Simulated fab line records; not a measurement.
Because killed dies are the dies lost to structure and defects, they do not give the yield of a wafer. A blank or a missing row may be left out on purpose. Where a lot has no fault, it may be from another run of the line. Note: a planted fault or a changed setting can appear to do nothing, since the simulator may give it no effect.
Matching of chambers	flow n5_finfet	pecvd-04 running N5_BEOL_M7_PECVD_70: 3 sister chambers
The step deposits SiO2 from TEOS/O2, target thk 20 nm, time 22.7 s. 16 wafers are shown with their chamber, then 8 later ones without.

## WAFERS WITH THEIR CHAMBER
wafer	chamber	throttle_valve_pct (%)	showerhead_plenum_p_Torr (Torr)	heater_power_w (W)
L079.1	2	21.1	8.82	742
L079.4	0	20.8	8.78	889
L079.5	2	21.1	8.81	742
L083.3	2	21.1	8.83	665
L083.5	0	21.0	8.78	760
L083.6	2	21.0	8.82	664
L086.1	0	20.7	8.78	934
L086.2	1	22.6	8.70	556
L086.5	1	23.2	8.69	565
L087.1	0	21.1	8.77	783
L087.4	1	23.0	8.68	547
L087.6	0	20.6	8.76	807
L088.1	0	20.8	8.77	819
L088.3	2	21.1	8.85	675
L088.6	1	22.8	8.68	594
L090.2	1	22.5	8.70	569

SIGNATURES (averages over the wafers above)
reading	chamber 0	chamber 1	chamber 2	scatter within a chamber
throttle_valve_pct	20.833	22.820	21.080	0.198
showerhead_plenum_p_Torr	8.7733	8.6900	8.8260	0.0113
heater_power_w	832.00	566.20	697.60	48
Rule: for each reading, subtract the chamber's mean from the wafer's reading, divide by that reading's scatter and square the result; add these up over the readings and take the root, which gives the wafer's distance from the chamber. If the next closest chamber is less than 2 further off than the closest, the wafer can't be placed; otherwise it belongs to the closest. The scatter: take each reading less its chamber's mean, square it, sum over the shown wafers, divide by the number of wafers less the number of chambers, and take the root.

## WAFERS WITH NO CHAMBER GIVEN
wafer	throttle_valve_pct (%)	showerhead_plenum_p_Torr (Torr)	heater_power_w (W)
L090.5	21.4	8.82	637
L090.6	22.9	8.70	576
L092.2	20.9	8.77	865
L092.3	22.8	8.69	530
L092.5	22.5	8.71	537
L095.3	22.7	8.69	507
L095.4	20.9	8.80	906
L095.5	21.4	8.84	650

## THE CHAMBER EACH PASSED THROUGH
wafer	from the rows above	in truth
L090.5	2	2
L090.6	1	1
L092.2	0	0
L092.3	1	1
L092.5	1	1
L095.3	1	1
L095.4	0	0
L095.5	2	2
Correctly placed: 8 of 8. Left unplaced by these rows: 0. Placed wrongly: 0.
